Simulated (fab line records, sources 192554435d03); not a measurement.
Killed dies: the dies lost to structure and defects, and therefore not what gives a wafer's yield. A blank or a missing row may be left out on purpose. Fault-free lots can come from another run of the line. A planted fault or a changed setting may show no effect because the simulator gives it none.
Which of the tools did it? + flow n5 finfet + 11 lots, 33 wafers sampled, at 3 steps of a route of 1938

WHAT THE GAUGES SHOWED, per wafer
N5_PASSIVATION_OVL_MEAS_63.
| lot  | measured     | on         | PAD_OVL (nm) |
|------|--------------|------------|--------------|
| L786 | day 13 21:11 | overlay-02 | -4 -4 6      |
| L788 | day 14 22:44 | overlay-01 | -3 -11 -7    |
| L789 | day 14 14:23 | overlay-02 | -5 -16 -11   |
| L791 | day 14 17:13 | overlay-01 | -5 -4 -3     |
| L792 | day 15 05:46 | overlay-02 | -9 0 -4      |
| L793 | day 14 23:28 | overlay-01 | -4 -6 -4     |
| L794 | day 14 22:08 | overlay-02 | -3 -1 -8     |
| L795 | day 15 22:41 | overlay-01 | 1 -8 -4      |
| L796 | day 16 04:04 | overlay-01 | -3 2 -8      |
| L797 | day 16 20:17 | overlay-02 | -4 5 3       |
| L804 | day 20 00:43 | overlay-02 | 0 -2 -2      |

EACH LOT AND THE TOOL THAT RAN IT (in order: tool; ch and the chambers of the sampled wafers; start)
| lot  | N5_BEOL_M1_SPUTTER_79        | N5_PASSIVATION_DESCUM_12           |
|------|------------------------------|------------------------------------|
| L786 | pvd sputter-03, day 6 16:28  | rie diel-04 ch 1,2,3, day 13 19:44 |
| L788 | pvd sputter-03, day 6 19:55  | rie diel-02 ch 0,2,3, day 14 21:18 |
| L789 | pvd sputter-01, day 7 00:29  | rie diel-01 ch 0,1,3, day 14 11:59 |
| L791 | pvd sputter-02, day 7 22:51  | rie diel-01 ch 0,1,3, day 14 15:42 |
| L792 | pvd sputter-03, day 8 00:32  | rie diel-04 ch 0,1,2, day 15 04:08 |
| L793 | pvd sputter-02, day 8 03:13  | rie diel-01 ch 0,1,2, day 14 21:58 |
| L794 | pvd sputter-02, day 8 06:23  | rie diel-04 ch 0,3, day 14 19:17   |
| L795 | pvd sputter-01, day 8 17:37  | rie diel-01 ch 0,1, day 15 20:32   |
| L796 | pvd sputter-01, day 9 06:47  | rie diel-04 ch 0,1,2, day 16 02:39 |
| L797 | pvd sputter-03, day 9 11:13  | rie diel-01 ch 0,1,2, day 16 18:25 |
| L804 | pvd sputter-02, day 11 08:47 | rie diel-01 ch 0,2, day 19 23:07   |
- N5_BEOL_M1_SPUTTER_79: material Cu, target thk 4.5 nm, time 8.29 s.
- N5_PASSIVATION_DESCUM_12: chemistry O2, time 7.9 s.

THE ANSWER, worked out from the rows above alone
Rule: the usual values come from the lots themselves. Put in order of their means at a reading, lots are off if they are a third of the lots or fewer, leave a main group of 4 or more, and stand apart from it by a gap of 3 or more times the standard deviation of the main group's means; of several such gaps the widest counts. Not used: any main group whose means are identical at the precision the tables above print for the reading. Also off: a lot with no number at a reading for which 4 or more lots have one. Where the step has rows for the other lots, those lots are counted as sound.
None of the lots is off at any reading shown; this tells nothing.

WHAT WAS PUT IN BY THE SIMULATOR
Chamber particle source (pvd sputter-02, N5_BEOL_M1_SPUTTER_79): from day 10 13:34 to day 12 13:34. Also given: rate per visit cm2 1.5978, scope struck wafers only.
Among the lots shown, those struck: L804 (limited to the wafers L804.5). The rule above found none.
